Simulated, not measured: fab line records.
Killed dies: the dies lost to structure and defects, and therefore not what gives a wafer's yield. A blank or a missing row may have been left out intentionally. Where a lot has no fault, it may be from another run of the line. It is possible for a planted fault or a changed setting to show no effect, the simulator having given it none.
Which of the tools did it?    flow n5-finfet    11 lots with 33 wafers sampled at 3 steps, on a route of 1938 steps

== WHAT EACH GAUGE READ, for each wafer ==
N5_BEOL_M11_INSPECT_13: inspects for defects (brightfield).
lot   measured      on                 raw-defect-count
L644  day 10 20:05  defect-inspect-02  477 503 469
L645  day 11 05:25  defect-inspect-01  448 456 510
L646  day 11 13:55  defect-inspect-02  270 356 339
L647  day 11 23:07  defect-inspect-02  415 352 413
L650  day 12 14:41  defect-inspect-01  284 295 449
L659  day 14 14:04  defect-inspect-02  446 437 376
L660  day 14 14:28  defect-inspect-01  330 361 353
L663  day 15 07:12  defect-inspect-01  312 355 493
L661  day 15 07:40  defect-inspect-02  522 304 513
L664  day 16 06:25  defect-inspect-01  542 844 406
L666  day 16 19:43  defect-inspect-02  553 464 587

== WHAT TOOL EACH LOT RAN ON (gives the tool, then ch and the chambers of the sampled wafers, and finally the start) ==
lot   N5_BEOL_M10_DEP_56               N5_BEOL_M11_COAT_59
L644  pecvd-04 ch 0,1, day 10 18:48    litho-track-05 ch 0, day 10 19:47
L645  pecvd-04 ch 0,2, day 11 03:49    litho-track-02 ch 0, day 11 04:59
L646  pecvd-01 ch 0,1,2, day 11 10:57  litho-track-02 ch 0, day 11 13:29
L647  pecvd-04 ch 0,1,2, day 11 20:19  litho-track-02 ch 0, day 11 22:42
L650  pecvd-01 ch 0,1, day 12 12:26    litho-track-02 ch 0, day 12 14:23
L659  pecvd-01 ch 1,2, day 14 11:17    litho-track-01 ch 0, day 14 13:46
L660  pecvd-04 ch 0,2, day 14 11:23    litho-track-05 ch 0, day 14 14:10
L663  pecvd-04 ch 0,1,2, day 15 05:47  litho-track-02 ch 0, day 15 06:54
L661  pecvd-04 ch 0,1,2, day 15 06:05  litho-track-02 ch 0, day 15 07:14
L664  pecvd-02 ch 0,1,2, day 16 02:52  litho-track-02 ch 0, day 16 06:00
L666  pecvd-04 ch 0,1,2, day 16 17:11  litho-track-01 ch 0, day 16 19:18
- N5_BEOL_M10_DEP_56: deposits SiCN from 3MS/NH3, target thk 15 nm, time 26.5 s.
- N5_BEOL_M11_COAT_59: time 60 s, resist thk 100 nm.

== THE ANSWER, worked out from the rows above alone ==
Rule: what is usual is taken from the lots themselves. The widest of any qualifying gaps counts: lots, ordered by their means at a reading, are off when they make up no more than a third of the lots, leave a main group of 4 or more, and stand apart from it by 3 or more times the standard deviation of that group's means. A main group is skipped when, at the precision printed for the reading in the tables above, its means are all equal. A lot without any number at a reading at which 4 lots or more have one is off too. All remaining lots with rows at the step are treated as sound.
Across all readings shown, no lot is off: no conclusion can be drawn from this.

== WHAT THE SIMULATOR HAD INSERTED ==
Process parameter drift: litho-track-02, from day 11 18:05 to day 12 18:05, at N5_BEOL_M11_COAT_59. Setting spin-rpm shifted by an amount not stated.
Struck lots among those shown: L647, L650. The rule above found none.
